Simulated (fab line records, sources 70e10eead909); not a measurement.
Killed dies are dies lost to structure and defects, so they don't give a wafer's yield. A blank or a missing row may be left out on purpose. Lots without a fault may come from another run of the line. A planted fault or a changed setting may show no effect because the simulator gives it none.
Which tool did it? | flow nand_harc | 12 lots, 36 wafers sampled, at 1 step of a route of 1302

WHAT THE GAUGES READ, wafer by wafer
NHARC_P_GATE_OVL_MEAS_27.
lot  | measured     | on         | overlay_x_nm (nm)
L075 | day 5 16:05  | overlay-02 | 0.2 0.5 0.5
L077 | day 6 12:20  | overlay-01 | 0.4 0.3 0.7
L079 | day 6 23:37  | overlay-01 | -1.2 -1.0 -0.6
L081 | day 7 22:29  | overlay-01 | -1.2 -0.9 -0.8
L084 | day 9 00:25  | overlay-01 | 0.7 0.2 0.2
L085 | day 9 12:52  | overlay-01 | 0.7 0.2 0.4
L087 | day 10 08:55 | overlay-01 | -0.4 0.0 0.8
L088 | day 11 04:06 | overlay-01 | -1.7 -1.7 -1.2
L091 | day 12 03:46 | overlay-02 | -0.2 -0.4 -0.2
L093 | day 13 03:53 | overlay-02 | -0.7 -0.7 -0.7
L095 | day 13 22:38 | overlay-02 | 0.0 0.6 0.4
L097 | day 14 12:37 | overlay-01 | 0.6 0.5 0.0

WHICH TOOL RAN EACH LOT (tool, then ch and the chambers of the sampled wafers, then the start)
The record holds no process step before these readings.

THE ANSWER, worked out from the rows above alone
Rule: what is usual is taken from the lots themselves. Put in order of their means at a reading, lots are off if they are a third of the lots or fewer, leave a main group of 4 or more, and stand apart from it by a gap of 3 or more times the standard deviation of the main group's means; of several such gaps the widest counts. A main group whose means are all the same, to the digits that the tables above print for the reading, isn't used. A lot without any number at a reading at which 4 lots or more have one is off too. The other lots that the step has rows for count as sound.
No lot is off at any reading shown: from this, nothing can be told.

WHAT THE SIMULATOR HAD PUT IN
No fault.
